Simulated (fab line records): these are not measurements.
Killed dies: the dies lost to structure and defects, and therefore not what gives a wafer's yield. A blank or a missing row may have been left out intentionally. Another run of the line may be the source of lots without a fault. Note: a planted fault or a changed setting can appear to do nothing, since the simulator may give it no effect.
Problem report, 8D (eight disciplines) form, completed by code + flow n5Finfet + the parts of the form that need people (team, actions taken, sign-off) are left out

1. THE PROBLEM
Wafers without a fault read 1500.0 rpm, standard deviation 0.96; spinSpeedRpm at N5_MOL_CONTACT_COAG_COAT_02 reads a mean of 1440.2 rpm on 6 wafers belonging to 2 lots. That is -62 standard deviations from the usual mean.
The step: resist thk 30 nm.
Seen first at day 8 09:15 on lithoTrack-02, wafer L977.1. Wafers with a number at this step in the record: 12, from 4 lots. Rule for "out", or "out of limits": more than 4 standard deviations from the usual mean. The rest of the wafers with a number are treated as sound.

2. WHAT IT IS, WHAT IT ISN'T
| question                    | is                     | is not                                                             |
|-----------------------------|------------------------|--------------------------------------------------------------------|
| which readings at this step | spinSpeedRpm           | dispensePressureKPa                                                |
| which lots                  | L977, L978             | L965, L979                                                         |
| which wafers of those lots  | all that have a number | -                                                                  |
| read on which tools         | lithoTrack-02          | lithoTrack-01                                                      |
| when                        | from day 8 09:15       | up to then (3 sound wafers); but 3 sound wafers of L979 came after |

3. THE SUSPECTS, EACH WITH WHAT RULES IT OUT
Counting: any tool at a process step up to the reading is kept as a suspect provided that every lot that is out went through it and no sound lot did after the first of them.
- lithoTrack-02 at N5_MOL_CONTACT_COAG_COAT_02 (resist thk 30 nm): kept. All lots that are out passed through it, beginning with L977 at day 8 09:15, and no sound lot followed; its final sound lot before that point was L965 at day 5 08:55. Its own readings are out on those wafers: spinSpeedRpm.
After counting, what remains is lithoTrack-02 at N5_MOL_CONTACT_COAG_COAT_02.

4. THE CAUSE (what the simulator had put in)
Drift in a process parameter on lithoTrack-02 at N5_MOL_CONTACT_COAG_COAT_02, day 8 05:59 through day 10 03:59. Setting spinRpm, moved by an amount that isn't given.
The count eliminated every tool but this one.

5. SEQUENCE OF EFFECTS, ordered by route
Rows list readings where the struck wafers' mean (over those with a number) sits beyond 3 standard deviations from the usual. Only readings whose record carries a usual standard deviation are examined. hours: median over the lots of the time between each lot's start at the first step of this table that gives one and its start at this step. sigmas: the change, counted in usual standard deviations.
| hours | step                        | reading      | usual      | on struck wafers | change | sigmas |
|-------|-----------------------------|--------------|------------|------------------|--------|--------|
| 0     | N5_MOL_CONTACT_COAG_COAT_02 | spinSpeedRpm | 1500.0 rpm | 1440.2           | -59.8  | -62    |
It contains these process steps:
- N5_MOL_CONTACT_COAG_COAT_02: resist thk 30 nm.
Later measuring or inspecting steps at which every struck wafer that the step has a row for has a number for every such reading, and none has moved that far: N5_BEOL_M4_RC_MEAS_101.

6. WHAT WOULD HAVE CAUGHT IT SOONER
3 hours passed between the start of the fault at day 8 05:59 and the first reading out of limits in this record, taken at day 8 09:15.
